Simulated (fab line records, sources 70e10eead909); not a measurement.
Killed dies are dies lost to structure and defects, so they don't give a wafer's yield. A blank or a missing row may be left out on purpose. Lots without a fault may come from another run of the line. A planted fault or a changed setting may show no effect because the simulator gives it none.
Which tool did it? | flow nand_harc | 13 lots, 39 wafers sampled, at 5 steps of a route of 1159

WHAT THE GAUGES READ, wafer by wafer
NHARC_P_ZERO_WELL_CD_MEAS_37: target cd 720 nm. Usual: cd_nm 719.8 nm, standard deviation 1.4.
lot  | measured    | on        | cd_nm (nm)        | flag
L577 | day 1 15:50 | cd_sem-03 | 720.4 721.9 721.5 |
L580 | day 2 10:08 | cd_sem-02 | 720.0 719.8 720.5 |
L581 | day 2 15:59 | cd_sem-01 | 721.3 722.4 720.6 |
L582 | day 2 22:07 | cd_sem-02 | 718.7 719.8 720.5 |
L583 | day 3 04:15 | cd_sem-03 | 718.3 718.9 720.1 |
L585 | day 3 16:19 | cd_sem-03 | 720.3 720.8 723.0 |
L587 | day 4 03:53 | cd_sem-02 | 717.9 719.0 718.8 |
L591 | day 5 04:39 | cd_sem-02 | 721.5 722.7 722.6 |
L592 | day 5 10:01 | cd_sem-02 | 720.1 720.0 720.4 |
L594 | day 5 22:01 | cd_sem-03 | 718.7 721.5 720.8 |
L595 | day 6 04:05 | cd_sem-03 | 718.5 717.4 717.5 |
L597 | day 6 16:13 | cd_sem-01 | 719.0 718.7 719.6 |
L598 | day 6 22:14 | cd_sem-02 | 717.8 719.2 717.8 |

NHARC_END_SORT_01. Usual: killed_at_array 29, standard deviation 11; killed_at_other 0.6, standard deviation 0.89; killed_at_periphery 3.8, standard deviation 2.8; killed_dies 33, standard deviation 12; killed_open 3.5, standard deviation 1.9; killed_short 1.9, standard deviation 1.3.
lot  | measured     | on        | killed_at_array | killed_at_other | killed_at_periphery | killed_dies | killed_open | killed_short | flag
L585 | day 22 21:32 | prober-01 | 31 27 35        | 0 1 0           | 4 2 4               | 35 30 39    | 4 5 5       | 4 1 2        |
L587 | day 23 19:10 | prober-01 | 21 21 19        | 4 2 1           | 4 7 5               | 29 30 25    | 7 3 3       | 3 1 0        |

WHICH TOOL RAN EACH LOT (tool, then ch and the chambers of the sampled wafers, then the start)
lot  | NHARC_P_ZERO_WELL_ETCH_63       | NHARC_P_GATE_HM_DEP_102                                       | NHARC_P_GATE_DESCUM_48
L577 | rie_si-02 ch 0,2,3, day 1 13:34 | acl_dep-03 ch 0, day 4 12:23                                  | rie_diel-12 ch 1,2, day 5 01:34
L580 | rie_si-02 ch 0,2,3, day 2 07:40 | acl_dep-03 ch 0, day 5 03:12                                  | rie_diel-02 ch 0,1,2, day 5 16:33
L581 | rie_si-03 ch 1,2,3, day 2 13:32 | acl_dep-02 ch 0, day 5 17:58                                  | rie_diel-04 ch 0,2,3, day 6 08:53
L582 | rie_si-06 ch 2,3, day 2 19:33   | acl_dep-03 ch 0, day 5 18:03                                  | rie_diel-02 ch 0,1,2, day 6 07:22
L583 | rie_si-03 ch 0,3, day 3 01:41   | acl_dep-02 ch 0, day 6 01:39                                  | rie_diel-12 ch 2,3, day 6 14:48
L585 | rie_si-02 ch 1,2,3, day 3 13:41 | acl_dep-01 ch 0, day 6 19:26 and acl_dep-03 ch 0, day 6 21:24 | rie_diel-12 ch 0,1,2, day 8 01:20
L587 | rie_si-06 ch 1,2, day 4 01:35   | acl_dep-01 ch 0, day 7 08:29 and acl_dep-03 ch 0, day 7 10:56 | rie_diel-12 ch 1,2,3, day 8 07:37
L591 | rie_si-02 ch 0,1, day 5 02:03   | acl_dep-03 ch 0, day 8 09:10                                  | rie_diel-02 ch 1,3, day 8 23:10
L592 | rie_si-02 ch 2,3, day 5 07:34   | acl_dep-01 ch 0, day 8 09:33                                  | rie_diel-02 ch 1,2, day 8 23:01
L594 | rie_si-02 ch 0,3, day 5 19:42   | acl_dep-02 ch 0, day 8 20:07                                  | rie_diel-02 ch 0,1, day 9 10:43
L595 | rie_si-06 ch 0,2, day 6 01:40   | acl_dep-03 ch 0, day 9 05:47                                  | rie_diel-02 ch 1,2,3, day 9 20:05
L597 | rie_si-06 ch 0,1,3, day 6 13:40 | acl_dep-02 ch 0, day 9 15:49                                  | rie_diel-12 ch 1,3, day 10 06:06
L598 | rie_si-03 ch 0,2,3, day 6 19:40 | acl_dep-01 ch 0, day 9 15:56                                  | rie_diel-04 ch 0,2,3, day 10 05:33
- NHARC_P_ZERO_WELL_ETCH_63: etches the open film in HBr/Cl2, target depth 120 nm, time 40.1 s.
- NHARC_P_GATE_HM_DEP_102: deposits aC, target thk 120 nm.
- NHARC_P_GATE_DESCUM_48: chemistry O2, time 3 s.

WHAT THE TOOLS THEMSELVES READ (means of the sampled wafers that have a number; where no wafer has one, the mark that the record gives instead)
NHARC_P_ZERO_WELL_ETCH_63. Usual: drypump_motor_current_A 6.0 A, standard deviation 0.5; oes_product_au 0.999 a.u., standard deviation 0.0068; throttle_valve_pct 26.406 %, standard deviation 0.0094.
lot  | tool      | drypump_motor_current_A (A) | oes_product_au (a.u.) | throttle_valve_pct (%) | flag
L577 | rie_si-02 | 5.9                         | 1.010                 | 26.414                 |
L580 | rie_si-02 | 5.9                         | 1.002                 | 26.407                 |
L581 | rie_si-03 | 6.6                         | 1.001                 | 26.404                 |
L582 | rie_si-06 | 5.6                         | 0.995                 | 26.406                 |
L583 | rie_si-03 | 6.1                         | 0.994                 | 26.415                 |
L585 | rie_si-02 | 5.6                         | 1.002                 | 26.396                 |
L587 | rie_si-06 | 6.0                         | 1.003                 | 26.405                 |
L591 | rie_si-02 | 5.9                         | 0.997                 | 26.401                 |
L592 | rie_si-02 | 5.6                         | 1.000                 | 26.391                 |
L594 | rie_si-02 | 6.1                         | 1.000                 | 26.410                 |
L595 | rie_si-06 | 6.0                         | 1.004                 | 26.414                 |
L597 | rie_si-06 | 5.9                         | 0.992                 | 26.406                 |
L598 | rie_si-03 | 6.1                         | 0.997                 | 26.413                 |

NHARC_P_GATE_HM_DEP_102. Usual: throttle_valve_pct 35.000 %, standard deviation 0.0098.
lot  | tool                  | throttle_valve_pct (%) | flag
L577 | acl_dep-03            | 35.001                 |
L580 | acl_dep-03            | 34.998                 |
L581 | acl_dep-02            | 35.000                 |
L582 | acl_dep-03            | 34.997                 |
L583 | acl_dep-02            | 34.997                 |
L585 | acl_dep-01/acl_dep-03 | 35.003                 |
L587 | acl_dep-01/acl_dep-03 | 34.995                 |
L591 | acl_dep-03            | 35.006                 |
L592 | acl_dep-01            | 34.998                 |
L594 | acl_dep-02            | 34.996                 |
L595 | acl_dep-03            | 35.010                 |
L597 | acl_dep-02            | 35.005                 |
L598 | acl_dep-01            | 35.006                 |

NHARC_P_GATE_DESCUM_48. Usual: drypump_motor_current_A 5.6 A, standard deviation 0.32; oes_product_au 1.002 a.u., standard deviation 0.008; rf_vpp_V 57.8 V, standard deviation 0.91; showerhead_plenum_p_Torr 1.94 Torr, standard deviation 0.074; throttle_valve_pct 11.311 %, standard deviation 0.0097.
lot  | tool        | drypump_motor_current_A (A) | oes_product_au (a.u.) | rf_vpp_V (V) | showerhead_plenum_p_Torr (Torr) | throttle_valve_pct (%) | flag
L577 | rie_diel-12 | 5.9                         | 0.999                 | 58.0         | 1.88                            | 11.320                 |
L580 | rie_diel-02 | 5.9                         | 1.001                 | 57.0         | 1.99                            | 11.310                 |
L581 | rie_diel-04 | 5.4                         | 1.007                 | 58.2         | 1.94                            | 11.303                 |
L582 | rie_diel-02 | 5.9                         | 0.992                 | 58.4         | 1.99                            | 11.314                 |
L583 | rie_diel-12 | 5.6                         | 1.006                 | 57.6         | 1.85                            | 11.311                 |
L585 | rie_diel-12 | 5.7                         | 1.009                 | 58.8         | 1.93                            | 11.306                 |
L587 | rie_diel-12 | 5.7                         | 1.007                 | 58.3         | 1.87                            | 11.316                 |
L591 | rie_diel-02 | 5.2                         | 0.995                 | 57.6         | 1.91                            | 11.317                 |
L592 | rie_diel-02 | 5.9                         | 0.996                 | 57.2         | 1.94                            | 11.311                 |
L594 | rie_diel-02 | 5.7                         | 0.993                 | 57.5         | 1.99                            | 11.312                 |
L595 | rie_diel-02 | 5.6                         | 1.001                 | 58.3         | 1.94                            | 11.327                 |
L597 | rie_diel-12 | 5.7                         | 1.008                 | 58.0         | 1.89                            | 11.319                 |
L598 | rie_diel-04 | 5.4                         | 1.010                 | 57.5         | 1.92                            | 11.305                 |

THE ANSWER, worked out from the rows above alone
Rule: a lot is off if the mean of its wafers that have a number lies more than 3 standard deviations from the usual mean. A lot without any number at a reading at which 4 lots or more have one is off too. The other lots that the step has rows for count as sound. The gauges are gone through in route order, then the tools' own readings, and for those a lot's mean is taken as printed above. The first step at which some lot is off is used, and at that step the reading that is off furthest; a lot without a number counts as furthest.
No lot is off at any reading shown: from this, nothing can be told.

WHAT THE SIMULATOR HAD PUT IN
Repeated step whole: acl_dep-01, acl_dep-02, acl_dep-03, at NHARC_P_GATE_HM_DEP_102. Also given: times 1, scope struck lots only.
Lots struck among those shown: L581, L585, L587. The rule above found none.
